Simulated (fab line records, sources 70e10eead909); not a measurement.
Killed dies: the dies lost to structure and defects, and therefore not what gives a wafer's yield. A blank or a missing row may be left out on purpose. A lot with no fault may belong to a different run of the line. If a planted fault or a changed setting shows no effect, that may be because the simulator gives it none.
fab line records	flow nand_harc	part 1 of 2: steps 1 to 4 of 6
record lots=19	wafers=57	last_day=25
route steps=1159 shown A_STAIRCASE@586
lots with no fault: from the same line, run without faults
start_h: the number of hours between the record's first day and the start of the first shown wafer of the lot	wait_h: hours since the lot's step before	" same as the row above	L1.1+2: several wafers, shown together as one row	- no value present, or no start provided	* or withheld: withheld	< > ~ a bound
route shown NAME@n: names a module that has steps shown in the file, with the first one's number in the route	usual: mean/standard deviation taken from wafers without a fault	same: alike in all rows	chamber/n: place in a boat	sites: each site's reading	_std_site: standard deviation of those values	_edge_site: the outer-site mean with the inner-site mean subtracted	radius_mm: for every site, how far away it sits from the centre of the wafer	mask NAME#n: copy n	behind: the last tool/chamber to shape the wafer	hold: reason for holding the lot/hours on hold/outcome of the hold	device: transistor that didn't switch, given as n, p or np	end of line: at the end of the route, the tests of the same wafers	step lacking rows: just its recipe	killed: the dies lost at the first sort to structure and to defects; this is not the yield of the wafer	map: per-die view of a wafer (x killed, . not killed, _ where there is no die)
set.NAME: the run value of the setting; set.NAME@STEP: its run value at that earlier step	model.NAME: the simulator's own value behind a step, which no gauge read
steps of the route over a sample of lots; a table a step, a row a wafer
services: when a tool's chamber went out of use (start_h, in hours from the record's first day, below 0 if earlier), for how many hours, and the reason
## steps
# step NHARC_A_STAIRCASE_ETCH_192
# recipe target_depth_a=1000	time_s=40.5	ion_energy_ev=400	c4f8_flow_sccm=20	o2_flow_sccm=10	ar_flow_sccm=withheld	rf_w=600	bias_w=1000	chemistry=C4F8/O2
# usual chamber_pressure_mTorr=24.998/0.022	oes_product_au=0.938/0.01	rf_vpp_V=895/3.5
# same time_s=40.5
lot.wafer	tool	chamber	start_h	wait_h	chamber_pressure_mTorr	oes_product_au	rf_hours_counter_h	rf_vpp_V
L078.1	rie_diel-10	2	-	-	24.998	0.946	29	899
L078.4	"	3	"	"	25.021	0.931	30	891
L078.5	"	3	"	"	25.012	0.942	-	892
L074.3	rie_diel-06	3	-	-	25.007	0.927	7	898
L074.4	"	0	"	"	25.008	0.930	7	898
L074.1	"	1	"	"	24.986	0.917	6	897
L077.1	rie_diel-06	0	-	-	25.004	0.942	7	898
L077.6	"	3	"	"	24.981	0.937	-	899
L077.5	"	0	"	"	24.914	0.935	-	899
L079.1	rie_diel-06	2	-	-	24.972	0.938	8	894
L079.3	"	0	"	"	24.993	0.937	9	898
L079.5	"	3	"	"	25.036	0.939	-	899
L080.4	rie_diel-06	3	-	-	24.983	0.962	14	899
L080.6	"	3	"	"	24.964	0.960	-	899
L080.5	"	0	"	"	24.999	0.958	-	899
L081.1	rie_diel-06	3	-	-	24.990	0.963	15	898
L081.2	"	0	"	"	24.980	0.959	14	899
L081.4	"	1	"	"	24.992	0.933	12	896
L082.2	rie_diel-05	3	-	-	25.000	0.928	45	890
L082.6	"	3	"	"	25.010	0.927	-	892
L082.5	"	0	"	"	24.984	0.940	-	893
L085.2	rie_diel-06	2	-	-	24.984	0.940	18	892
L085.3	"	3	"	"	24.995	0.951	20	899
L085.6	"	1	"	"	24.990	0.941	-	896
L084.1	rie_diel-05	3	-	-	24.979	0.919	47	893
L084.3	"	0	"	"	25.046	0.935	48	893
L084.6	"	3	"	"	24.960	0.919	-	891
L087.4	rie_diel-06	0	-	-	25.018	0.933	27	898
L087.2	"	1	"	"	25.020	0.943	25	895
L087.5	"	1	"	"	25.028	0.928	-	895
L086.3	rie_diel-05	3	-	-	25.055	0.930	52	892
L086.4	"	0	"	"	24.988	0.938	53	893
L086.2	"	1	"	"	24.999	0.925	46	890
L090.1	rie_diel-10	0	-	-	24.984	0.943	56	900
L090.3	"	1	"	"	24.972	0.954	52	891
L090.6	"	0	"	"	25.021	0.943	-	899
L089.1	rie_diel-10	2	-	-	25.004	0.940	56	898
L089.4	"	0	"	"	25.009	0.930	57	899
L089.6	"	2	"	"	24.979	0.946	-	900
L093.1	rie_diel-05	1	-	-	24.987	0.940	0	891
L093.3	"	2	"	"	25.020	0.947	0	901
L093.5	"	1	"	"	24.998	0.932	-	890
L091.4	rie_diel-06	2	-	-	25.005	0.928	41	893
L091.6	"	1	"	"	25.004	0.941	-	895
L091.5	"	2	"	"	25.008	0.922	-	893
L095.1	rie_diel-06	2	-	-	25.008	0.946	44	892
L095.2	"	3	"	"	25.010	0.962	49	898
L095.6	"	2	"	"	24.996	0.942	-	892
L094.3	rie_diel-05	0	-	-	24.997	0.929	8	891
L094.2	"	3	"	"	24.999	0.920	8	890
L094.4	"	1	"	"	24.955	0.941	-	890
L096.4	rie_diel-10	1	-	-	24.972	0.949	1	892
L096.5	"	2	"	"	24.976	0.954	-	898
L096.6	"	3	"	"	24.997	0.939	-	892
L097.2	rie_diel-05	1	-	-	24.990	0.946	19	888
L097.5	"	2	"	"	25.017	0.942	-	899
L097.6	"	3	"	"	24.994	0.927	-	891
# step NHARC_A_STAIRCASE_TRIM_202
# recipe time_s=211.2	o2_flow_sccm=500	ar_flow_sccm=0	bias_w=0	chemistry=O2
# usual chamber_pressure_mTorr=60.00/0.054	drypump_motor_current_A=5.8/0.44	oes_product_au=0.996/0.0089	rf_vpp_V=57.8/0.86	showerhead_plenum_p_Torr=3.49/0.1	throttle_valve_pct=17.035/0.0095
# same time_s=211.2
lot.wafer	tool	chamber	start_h	wait_h	chamber_pressure_mTorr	drypump_motor_current_A	oes_product_au	rf_hours_counter_h	rf_vpp_V	showerhead_plenum_p_Torr	throttle_valve_pct
L078.4	rie_diel-10	0	-	-	60.01	5.5	0.995	30	56.6	3.64	17.031
L078.1	"	2	"	"	60.02	6.3	0.994	30	58.0	3.61	17.038
L078.5	"	3	"	"	60.00	5.2	0.993	-	57.8	3.40	17.051
L074.3	rie_diel-06	3	-	-	59.98	6.1	1.007	8	57.2	3.60	17.043
L074.1	"	0	"	"	60.05	6.2	0.995	8	57.7	3.60	17.039
L074.4	"	2	"	"	59.94	5.4	0.990	7	56.7	3.44	17.050
L077.1	rie_diel-06	0	-	-	59.99	6.2	1.000	8	58.4	3.60	17.029
L077.6	"	1	"	"	60.02	5.8	0.986	-	58.2	3.52	17.024
L077.5	"	2	"	"	60.00	5.5	0.990	-	58.4	3.44	17.037
L079.3	rie_diel-05	2	-	-	60.01	6.7	0.993	34	58.7	3.67	17.030
L079.1	"	1	"	"	59.94	5.3	0.993	33	57.2	3.37	17.027
L079.5	"	3	"	"	59.96	5.7	0.991	-	57.8	3.40	17.023
L080.4	rie_diel-05	1	-	-	60.05	5.3	0.989	35	57.4	3.37	17.049
L080.5	"	3	"	"	60.00	5.7	0.992	-	57.3	3.40	17.045
L080.6	"	0	"	"	60.13	5.9	0.990	-	57.8	3.45	17.028
L081.4	rie_diel-06	2	-	-	59.92	5.4	0.999	13	57.5	3.44	17.037
L081.2	"	0	"	"	59.99	6.2	1.002	14	58.0	3.60	17.028
L081.1	"	1	"	"	60.02	5.7	0.987	12	58.9	3.52	17.023
L085.3	rie_diel-06	0	-	-	59.89	6.2	1.005	20	56.7	3.59	17.034
L085.2	"	1	"	"	59.82	5.7	1.005	19	57.9	3.51	17.045
L085.6	"	0	"	"	59.93	6.2	1.011	-	58.5	3.59	17.046
L082.2	rie_diel-05	3	-	-	60.05	5.7	0.982	46	57.7	3.40	17.045
L082.6	"	3	"	"	59.97	5.7	0.987	-	58.4	3.40	17.023
L082.5	"	0	"	"	60.02	5.9	0.993	-	57.1	3.45	17.034
L084.3	rie_diel-05	1	-	-	60.05	5.3	0.995	42	58.8	3.36	17.045
L084.1	"	3	"	"	60.01	5.8	0.983	48	57.9	3.40	17.025
L084.6	"	1	"	"	60.07	5.3	1.000	-	59.6	3.36	17.038
L087.2	rie_diel-06	3	-	-	60.05	6.1	1.010	27	58.2	3.59	17.050
L087.4	"	1	"	"	59.99	5.8	1.002	25	58.2	3.51	17.020
L087.5	"	0	"	"	60.11	6.2	1.000	-	59.3	3.59	17.041
L086.2	rie_diel-10	1	-	-	60.02	6.7	1.006	45	57.2	3.42	17.040
L086.4	"	2	"	"	59.98	6.3	1.012	46	59.0	3.60	17.034
L086.3	"	3	"	"	60.04	5.2	0.993	50	57.1	3.39	17.033
L090.3	rie_diel-06	1	-	-	59.91	5.8	0.992	33	56.4	3.51	17.044
L090.1	"	0	"	"	59.93	6.2	0.994	36	58.2	3.58	17.031
L090.6	"	2	"	"	60.00	5.4	0.994	-	56.8	3.43	17.041
L089.4	rie_diel-05	2	-	-	60.01	6.7	0.991	57	59.5	3.66	17.029
L089.1	"	0	"	"	60.07	5.9	0.999	65	57.5	3.44	17.045
L089.6	"	2	"	"	59.96	6.7	1.004	-	58.1	3.66	17.026
L093.3	rie_diel-06	0	-	-	60.03	6.2	1.002	42	58.0	3.58	17.046
L093.1	"	2	"	"	59.95	5.4	0.996	40	58.6	3.42	17.031
L093.5	"	0	"	"	59.96	6.2	0.998	-	58.2	3.58	17.028
L091.6	rie_diel-05	1	-	-	60.01	5.3	1.002	-	57.2	3.35	17.032
L091.5	"	3	"	"	60.00	5.7	0.990	-	56.1	3.39	17.051
L091.4	"	0	"	"	60.00	5.8	0.995	-	56.8	3.44	17.031
L095.1	rie_diel-06	2	-	-	60.08	5.4	0.991	45	57.2	3.42	17.035
L095.2	"	1	"	"	60.00	5.8	1.004	44	57.1	3.50	17.039
L095.6	"	3	"	"	59.95	6.2	1.005	-	56.5	3.58	17.022
L094.3	rie_diel-05	3	-	-	60.01	5.7	0.985	9	58.9	3.39	17.039
L094.2	"	1	"	"	59.99	5.3	1.005	9	58.6	3.35	17.030
L094.4	"	1	"	"	60.01	5.3	0.992	-	57.3	3.35	17.031
L096.4	rie_diel-05	1	-	-	60.01	5.3	1.005	-	55.8	3.35	17.048
L096.5	"	3	"	"	59.98	5.8	0.984	-	57.4	3.38	17.058
L096.6	"	0	"	"	60.05	5.9	0.999	-	57.0	3.43	17.033
L097.2	rie_diel-05	1	-	-	60.05	5.3	1.014	20	58.4	3.35	17.034
L097.6	"	0	"	"	59.98	5.9	0.988	-	58.1	3.43	17.025
L097.5	"	1	"	"	59.89	5.3	1.002	-	56.6	3.35	17.030
# step NHARC_A_STAIRCASE_ETCH_221
# recipe target_depth_a=1000	time_s=40.5	ion_energy_ev=400	c4f8_flow_sccm=20	o2_flow_sccm=10	ar_flow_sccm=withheld	rf_w=600	bias_w=1000	chemistry=C4F8/O2
# usual chamber_pressure_mTorr=24.998/0.022	oes_product_au=0.937/0.014	rf_vpp_V=894/3.9
# same time_s=40.5
lot.wafer	tool	chamber	start_h	wait_h	chamber_pressure_mTorr	oes_product_au	rf_hours_counter_h	rf_vpp_V
L078.1	rie_diel-10	3	-	-	24.989	0.946	33	892
L078.4	"	0	"	"	25.019	0.953	32	900
L078.5	"	2	"	"	25.004	0.963	-	900
L074.1	rie_diel-05	0	-	-	25.021	0.956	38	894
L074.4	"	2	"	"	24.974	0.943	33	902
L074.3	"	3	"	"	25.033	0.943	36	891
L077.1	rie_diel-05	2	-	-	25.024	0.915	33	903
L077.6	"	0	"	"	25.020	0.933	-	892
L077.5	"	1	"	"	24.999	0.931	-	892
L079.3	rie_diel-05	1	-	-	24.962	0.950	34	890
L079.1	"	0	"	"	24.975	0.949	41	894
L079.5	"	2	"	"	25.006	0.929	-	902
L080.4	rie_diel-06	1	-	-	25.011	0.924	12	896
L080.6	"	2	"	"	25.016	0.929	-	893
L080.5	"	3	"	"	24.974	0.931	-	899
L081.2	rie_diel-06	1	-	-	25.016	0.941	14	896
L081.4	"	3	"	"	24.978	0.952	16	898
L081.1	"	0	"	"	24.986	0.952	15	898
L085.3	rie_diel-05	0	-	-	25.006	0.917	47	892
L085.2	"	1	"	"	24.958	0.928	40	890
L085.6	"	1	"	"	24.971	0.926	-	890
L082.2	rie_diel-05	1	-	-	24.982	0.935	41	890
L082.6	"	0	"	"	24.975	0.935	-	894
L082.5	"	1	"	"	24.995	0.931	-	889
L084.1	rie_diel-05	3	-	-	25.016	0.946	49	891
L084.3	"	2	"	"	25.008	0.938	45	901
L084.6	"	3	"	"	24.980	0.931	-	892
L087.4	rie_diel-06	3	-	-	25.018	0.955	28	900
L087.2	"	2	"	"	24.985	0.958	25	891
L087.5	"	3	"	"	25.036	0.952	-	898
L086.3	rie_diel-05	3	-	-	24.963	0.950	53	891
L086.4	"	0	"	"	25.032	0.943	54	894
L086.2	"	1	"	"	24.999	0.939	47	891
L090.3	rie_diel-05	3	-	-	25.011	0.931	62	891
L090.1	"	0	"	"	25.045	0.934	65	893
L090.6	"	0	"	"	24.966	0.939	-	894
L089.4	rie_diel-06	0	-	-	24.988	0.955	37	897
L089.1	"	3	"	"	25.000	0.952	38	899
L089.6	"	0	"	"	24.980	0.951	-	898
L093.1	rie_diel-05	0	-	-	25.009	0.907	3	893
L093.3	"	1	"	"	25.009	0.923	3	890
L093.5	"	1	"	"	25.031	0.926	-	889
L091.6	rie_diel-05	3	-	-	24.997	0.920	-	891
L091.5	"	0	"	"	24.968	0.927	-	892
L091.4	"	1	"	"	24.992	0.926	-	889
L095.1	rie_diel-06	2	-	-	25.001	0.941	46	892
L095.2	"	0	"	"	25.035	0.945	50	898
L095.6	"	3	"	"	25.019	0.955	-	898
L094.3	rie_diel-10	2	-	-	25.001	0.938	1	899
L094.2	"	3	"	"	24.999	0.924	1	890
L094.4	"	0	"	"	25.000	0.949	1	900
L096.6	rie_diel-05	1	-	-	24.999	0.937	-	888
L096.4	"	3	"	"	24.999	0.928	-	891
L096.5	"	0	"	"	25.019	0.928	-	892
L097.2	rie_diel-06	1	-	-	24.964	0.948	54	896
L097.5	"	0	"	"	25.019	0.941	-	898
L097.6	"	1	"	"	25.013	0.943	-	894
# step NHARC_A_STAIRCASE_ETCH_292
# recipe cf4_flow_sccm=100	chf3_flow_sccm=30	ar_flow_sccm=0	rf_w=500	bias_w=200	chemistry=CF4/CHF3
# usual chamber_pressure_mTorr=25.003/0.022	drypump_motor_current_A=5.9/0.49	oes_product_au=0.953/0.021	rf_vpp_V=370.1/1.9	showerhead_plenum_p_Torr=1.56/0.048	throttle_valve_pct=16.803/0.01
lot.wafer	tool	chamber	start_h	wait_h	chamber_pressure_mTorr	drypump_motor_current_A	oes_product_au	rf_hours_counter_h	rf_vpp_V	showerhead_plenum_p_Torr	throttle_valve_pct
L078.1	rie_diel-10	1	274.40	0.1	24.990	6.7	0.974	34	368.5	1.53	16.819
L078.4	"	2	"	"	24.994	6.3	0.979	35	372.0	1.61	16.823
L078.5	"	2	"	"	24.959	6.3	0.998	-	373.0	1.61	16.799
L074.4	rie_diel-05	3	275.17	0.1	25.034	5.7	0.912	41	369.2	1.52	16.824
L074.1	"	0	"	"	25.033	5.9	0.909	43	369.1	1.54	16.799
L074.3	"	1	"	"	24.987	5.3	0.926	36	368.8	1.50	16.797
L077.1	rie_diel-06	1	276.15	0.1	25.023	5.8	0.923	12	369.3	1.57	16.799
L077.6	"	0	"	"	25.039	6.2	0.929	-	372.0	1.60	16.792
L077.5	"	1	"	"	24.978	5.7	0.919	-	371.4	1.57	16.801
L079.3	rie_diel-10	0	278.96	0.1	25.008	5.4	0.979	37	373.6	1.62	16.796
L079.1	"	1	"	"	25.003	6.7	0.973	35	369.5	1.53	16.795
L079.5	"	0	"	"	25.016	5.4	0.978	-	371.8	1.62	16.804
L080.4	rie_diel-05	0	284.69	0.1	25.021	5.9	0.948	45	370.2	1.54	16.806
L080.6	"	2	"	"	24.976	6.7	0.953	-	373.5	1.64	16.809
L080.5	"	3	"	"	25.029	5.7	0.948	-	368.8	1.52	16.814
L081.4	rie_diel-06	3	287.31	0.1	24.980	6.2	0.965	17	372.8	1.61	16.788
L081.2	"	1	"	"	25.006	5.7	0.974	15	370.6	1.57	16.788
L081.1	"	2	"	"	24.962	5.4	0.977	16	369.1	1.53	16.799
L085.2	rie_diel-06	3	307.48	0.1	24.987	6.1	0.975	24	370.9	1.60	16.795
L085.3	"	0	"	"	25.049	6.2	0.990	25	371.0	1.60	16.831
L085.6	"	3	"	"	25.005	6.1	0.978	-	371.7	1.60	16.815
L082.2	rie_diel-05	1	307.80	0.1	24.988	5.3	0.986	44	366.6	1.50	16.786
L082.5	"	2	"	"	24.993	6.7	0.966	-	373.8	1.64	16.801
L082.6	"	3	"	"	24.992	5.7	0.965	-	367.9	1.51	16.797
L084.1	rie_diel-05	0	312.83	0.1	24.999	5.9	0.948	52	368.8	1.54	16.802
L084.3	"	2	"	"	24.998	6.7	0.945	48	372.3	1.64	16.825
L084.6	"	3	"	"	24.999	5.7	0.922	-	367.6	1.51	16.794
L087.2	rie_diel-05	2	328.56	0.1	25.063	6.7	0.947	54	372.0	1.63	16.802
L087.4	"	0	"	"	25.007	5.9	0.948	60	370.7	1.54	16.805
L087.5	"	3	"	"	25.004	5.7	0.939	-	368.1	1.51	16.786
L086.4	rie_diel-05	1	328.84	0.2	25.009	5.3	0.970	52	368.4	1.50	16.807
L086.2	"	2	"	"	25.024	6.7	0.948	54	373.6	1.63	16.802
L086.3	"	3	"	"	24.989	5.7	0.927	59	368.9	1.51	16.799
L090.3	rie_diel-10	3	345.11	0.1	24.996	5.2	0.969	62	369.4	1.51	16.804
L090.1	"	2	"	"	25.009	6.3	0.966	58	372.4	1.60	16.798
L090.6	"	3	"	"	25.000	5.2	0.968	-	368.9	1.51	16.796
L089.4	rie_diel-06	0	345.38	0.1	25.023	6.2	0.959	39	370.8	1.60	16.807
L089.1	"	1	"	"	24.978	5.7	0.963	36	369.1	1.56	16.787
L089.6	"	0	"	"	25.011	6.2	0.963	-	370.8	1.60	16.818
L093.1	rie_diel-05	0	369.89	0.1	25.025	5.9	0.925	11	370.0	1.53	16.807
L093.3	"	3	"	"	24.978	5.7	0.928	11	368.0	1.51	16.799
L093.5	"	0	"	"	25.019	5.9	0.935	-	369.2	1.53	16.793
L091.4	rie_diel-10	2	371.56	0.1	25.004	6.2	0.980	2	371.3	1.60	16.799
L091.6	"	2	"	"	25.016	6.3	0.976	-	372.1	1.60	16.810
L091.5	"	3	"	"	24.988	5.2	0.954	-	368.6	1.51	16.804
L095.2	rie_diel-10	1	375.60	0.1	24.985	6.7	0.956	3	369.9	1.52	16.810
L095.1	"	2	"	"	25.010	6.2	0.977	3	372.1	1.60	16.806
L095.6	"	1	"	"	25.001	6.7	0.962	-	369.5	1.52	16.793
L094.2	rie_diel-10	2	377.41	0.1	25.019	6.2	0.952	4	371.8	1.60	16.813
L094.4	"	3	"	"	25.026	5.1	0.966	4	367.7	1.51	16.798
L094.3	"	1	"	"	24.994	6.7	0.975	3	368.8	1.52	16.814
L096.4	rie_diel-06	0	379.89	0.1	24.990	6.2	0.924	54	371.8	1.59	16.802
L096.6	"	3	"	"	24.980	6.1	0.925	-	370.9	1.60	16.804
L096.5	"	0	"	"	25.033	6.2	0.923	-	370.9	1.59	16.820
L097.2	rie_diel-10	2	402.00	0.1	25.021	6.2	0.956	12	371.5	1.60	16.806
L097.6	"	0	"	"	25.049	5.4	0.971	-	372.5	1.61	16.790
L097.5	"	2	"	"	24.988	6.2	0.950	-	371.6	1.60	16.802
